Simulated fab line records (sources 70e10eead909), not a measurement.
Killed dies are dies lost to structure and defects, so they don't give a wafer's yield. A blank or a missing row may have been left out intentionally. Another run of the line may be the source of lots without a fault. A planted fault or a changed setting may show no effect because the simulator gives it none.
Matching of chambers / flow nand_harc / NHARC_A_WL_FILL_ALD_02 on ald_metal-02: 4 sister chambers
The step deposits TiN, target thk 2 nm, pulse time 3 s, ald cycles 100. 16 wafers are shown with their chamber, then 7 later ones without.

WAFERS WITH THEIR CHAMBER
wafer=L800.3; chamber=1; heater_power_w (W)=1250; precursor_pulse_height_rel=0.959
wafer=L800.4; chamber=0; heater_power_w (W)=1107; precursor_pulse_height_rel=1.006
wafer=L800.5; chamber=2; heater_power_w (W)=1150; precursor_pulse_height_rel=0.992
wafer=L801.3; chamber=0; heater_power_w (W)=1105; precursor_pulse_height_rel=0.989
wafer=L801.4; chamber=1; heater_power_w (W)=1226; precursor_pulse_height_rel=1.025
wafer=L801.5; chamber=0; heater_power_w (W)=1103; precursor_pulse_height_rel=0.994
wafer=L804.1; chamber=1; heater_power_w (W)=1261; precursor_pulse_height_rel=1.008
wafer=L804.2; chamber=0; heater_power_w (W)=1108; precursor_pulse_height_rel=1.015
wafer=L804.4; chamber=2; heater_power_w (W)=1165; precursor_pulse_height_rel=0.989
wafer=L810.2; chamber=3; heater_power_w (W)=910; precursor_pulse_height_rel=1.008
wafer=L810.4; chamber=1; heater_power_w (W)=1224; precursor_pulse_height_rel=1.022
wafer=L810.6; chamber=1; heater_power_w (W)=1234; precursor_pulse_height_rel=1.000
wafer=L812.2; chamber=1; heater_power_w (W)=1224; precursor_pulse_height_rel=1.023
wafer=L812.3; chamber=3; heater_power_w (W)=911; precursor_pulse_height_rel=1.029
wafer=L812.6; chamber=3; heater_power_w (W)=908; precursor_pulse_height_rel=1.004
wafer=L816.2; chamber=0; heater_power_w (W)=1106; precursor_pulse_height_rel=0.950

SIGNATURES, as means of the wafers listed above
reading=heater_power_w; chamber 0=1105.80; chamber 1=1236.50; chamber 2=1157.50; chamber 3=909.67; scatter within a chamber=10.6
reading=precursor_pulse_height_rel; chamber 0=0.99080; chamber 1=1.00617; chamber 2=0.99050; chamber 3=1.01367; scatter within a chamber=0.0224
Rule: a wafer lies at a distance from a chamber equal to the root of the sum of squares, over the readings, of (its reading less the chamber's mean, divided by the reading's scatter). The wafer belongs to the nearest chamber; if the next one is less than 2 further off, it can't be placed. The scatter: the root of (the sum of the squares of (reading less its chamber's mean) over the shown wafers, divided by (wafers less chambers)).

WAFERS WITH NO CHAMBER GIVEN
wafer=L816.6; heater_power_w (W)=1141; precursor_pulse_height_rel=0.973
wafer=L818.1; heater_power_w (W)=904; precursor_pulse_height_rel=0.990
wafer=L818.3; heater_power_w (W)=1161; precursor_pulse_height_rel=1.006
wafer=L818.4; heater_power_w (W)=1088; precursor_pulse_height_rel=1.000
wafer=L822.2; heater_power_w (W)=1124; precursor_pulse_height_rel=0.974
wafer=L822.3; heater_power_w (W)=1167; precursor_pulse_height_rel=0.976
wafer=L822.6; heater_power_w (W)=1149; precursor_pulse_height_rel=1.004

WHICH CHAMBER EACH ONE RAN IN
wafer=L816.6; from the rows above=can't be placed: 2 or 0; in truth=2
wafer=L818.1; from the rows above=3; in truth=3
wafer=L818.3; from the rows above=2; in truth=2
wafer=L818.4; from the rows above=0; in truth=0
wafer=L822.2; from the rows above=can't be placed: 0 or 2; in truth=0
wafer=L822.3; from the rows above=2; in truth=2
wafer=L822.6; from the rows above=2; in truth=2
Placed correctly: 5 of 7. Not placeable from these rows: 2 (in 2, the candidates include the true chamber). Wrongly placed: 0.
